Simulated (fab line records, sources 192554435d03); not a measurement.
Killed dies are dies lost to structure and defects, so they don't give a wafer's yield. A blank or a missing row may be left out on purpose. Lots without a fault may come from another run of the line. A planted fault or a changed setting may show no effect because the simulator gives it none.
Which tool did it? | flow n5_finfet | 12 lots, 36 wafers sampled, at 3 steps of a route of 1938

WHAT THE GAUGES READ, wafer by wafer
N5_GATE_CUT_OVL_MEAS_14.
lot  | measured     | on         | GATE_CUT_OVL (nm)
L075 | day 4 20:52  | overlay-01 | -0.2 -0.3 0.1
L077 | day 5 06:45  | overlay-02 | 0.0 -1.0 0.2
L079 | day 5 19:37  | overlay-01 | -0.7 -0.7 -0.2
L081 | day 6 10:37  | overlay-02 | 0.3 0.3 -0.4
L083 | day 7 00:08  | overlay-02 | -1.0 -0.9 -0.3
L085 | day 7 09:04  | overlay-02 | 0.6 -0.4 1.8
L087 | day 7 19:44  | overlay-02 | 0.3 -0.4 0.1
L089 | day 8 06:58  | overlay-01 | -0.7 -0.2 -0.7
L091 | day 8 18:31  | overlay-01 | -0.8 -0.2 0.4
L093 | day 9 06:56  | overlay-01 | -0.4 -0.5 0.2
L095 | day 9 18:04  | overlay-01 | -0.7 -0.4 0.2
L097 | day 10 04:56 | overlay-02 | -0.1 0.6 -0.4

WHICH TOOL RAN EACH LOT (tool, then ch and the chambers of the sampled wafers, then the start)
lot  | N5_HKMG_FIN_STRIP_69                | N5_HKMG_FIN_CMP_94
L075 | plasma_asher-02 ch 1, day 4 12:17   | cmp-03 ch 2,3, day 4 13:41
L077 | plasma_asher-02 ch 0,1, day 5 00:45 | cmp-03 ch 0,1,2, day 5 02:14
L079 | plasma_asher-02 ch 0,1, day 5 14:13 | cmp-04 ch 0,2,3, day 5 15:41
L081 | plasma_asher-01 ch 0,1, day 6 04:59 | cmp-02 ch 0,1,3, day 6 06:25
L083 | plasma_asher-01 ch 0,1, day 6 18:47 | cmp-04 ch 0,1,2, day 6 20:13
L085 | plasma_asher-02 ch 0, day 7 03:41   | cmp-03 ch 0,1,2, day 7 05:09
L087 | plasma_asher-01 ch 0,1, day 7 14:22 | cmp-04 ch 1,2,3, day 7 15:46
L089 | plasma_asher-02 ch 0,1, day 8 01:21 | cmp-02 ch 0,1,2, day 8 02:50
L091 | plasma_asher-01 ch 0,1, day 8 13:14 | cmp-02 ch 0,1,2, day 8 14:38
L093 | plasma_asher-02 ch 0,1, day 9 01:17 | cmp-02 ch 0,1,3, day 9 02:43
L095 | plasma_asher-02 ch 0,1, day 9 12:37 | cmp-02 ch 0,2,3, day 9 14:03
L097 | plasma_asher-01 ch 0,1, day 9 23:41 | cmp-02 ch 0,1,3, day 10 01:05
- N5_HKMG_FIN_STRIP_69: strips in N2/H2, time 360 s.
- N5_HKMG_FIN_CMP_94: polishes, stops on SiNx, t overpolish 4.7 s, target thk 43.299 nm.

THE ANSWER, worked out from the rows above alone
Rule: what is usual is taken from the lots themselves. Put in order of their means at a reading, lots are off if they are a third of the lots or fewer, leave a main group of 4 or more, and stand apart from it by a gap of 3 or more times the standard deviation of the main group's means; of several such gaps the widest counts. A main group whose means are all the same, to the digits that the tables above print for the reading, isn't used. A lot without any number at a reading at which 4 lots or more have one is off too. The other lots that the step has rows for count as sound.
No lot is off at any reading shown: from this, nothing can be told.

WHAT THE SIMULATOR HAD PUT IN
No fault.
